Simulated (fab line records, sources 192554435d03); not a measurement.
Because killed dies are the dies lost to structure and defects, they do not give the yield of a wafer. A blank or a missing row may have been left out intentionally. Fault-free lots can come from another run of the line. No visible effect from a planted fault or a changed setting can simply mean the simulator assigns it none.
Which tool did it?	flow n5 finfet	12 lots with 36 wafers sampled at 2 steps, on a route of 1938 steps

== WHAT THE GAUGES SHOWED, per wafer ==
N5_MOL_CONTACT_COAG_CD_MEAS_137 targets a cd of 16 nm.
lot	measured	on	cd nm (nm)
L075	day 5 08:53	cd sem-03	16.1 15.9 16.3
L077	day 5 19:32	cd sem-03	16.3 16.7 16.4
L079	day 6 12:50	cd sem-02	15.9 15.6 16.3
L080	day 6 21:26	cd sem-02	16.1 15.5 15.9
L083	day 7 10:59	cd sem-03	15.9 16.4 16.1
L085	day 8 01:23	cd sem-02	16.1 16.4 16.2
L087	day 8 13:25	cd sem-02	15.8 15.5 15.6
L089	day 9 02:33	cd sem-01	15.6 15.9 16.3
L091	day 9 08:43	cd sem-01	15.7 16.1 15.8
L093	day 9 23:24	cd sem-02	16.0 15.9 15.8
L095	day 10 09:31	cd sem-03	15.6 16.5 16.3
L097	day 11 00:34	cd sem-03	15.7 15.9 16.0

== WHICH TOOL RAN EACH LOT (tool, then ch and the chambers of the sampled wafers, then the start) ==
lot	N5_MOL_CONTACT_COAG_ETCHBACK_132
L075	rie diel-06 ch 0,1,3, day 5 08:23
L077	rie diel-01 ch 2,3, day 5 19:02
L079	rie diel-01 ch 1,2,3, day 6 12:20
L080	rie diel-05 ch 0,1, day 6 20:57
L083	rie diel-05 ch 1,2, day 7 10:30
L085	rie diel-01 ch 0,1,3, day 8 00:53
L087	rie diel-06 ch 0,3, day 8 12:55
L089	rie diel-06 ch 1,2,3, day 9 02:04
L091	rie diel-06 ch 2,3, day 9 08:14
L093	rie diel-01 ch 1,2,3, day 9 22:54
L095	rie diel-06 ch 1,2,3, day 10 09:01
L097	rie diel-05 ch 0,1,2, day 11 00:04
- N5_MOL_CONTACT_COAG_ETCHBACK_132: etches SiO2 in CHF3, target depth 10 nm, time 6.7 s.

== THE ANSWER, worked out from the rows above alone ==
Rule: the lots themselves supply what counts as usual. The widest of any qualifying gaps counts: lots, ordered by their means at a reading, are off when they make up no more than a third of the lots, leave a main group of 4 or more, and stand apart from it by 3 or more times the standard deviation of that group's means. A main group whose means are all the same, to the digits that the tables above print for the reading, isn't used. A lot without any number at a reading at which 4 lots or more have one is off too. Any other lot the step has rows for is counted as sound.
Nothing can be told from this: no lot is off at any reading shown.

== WHAT THE SIMULATOR PUT IN ==
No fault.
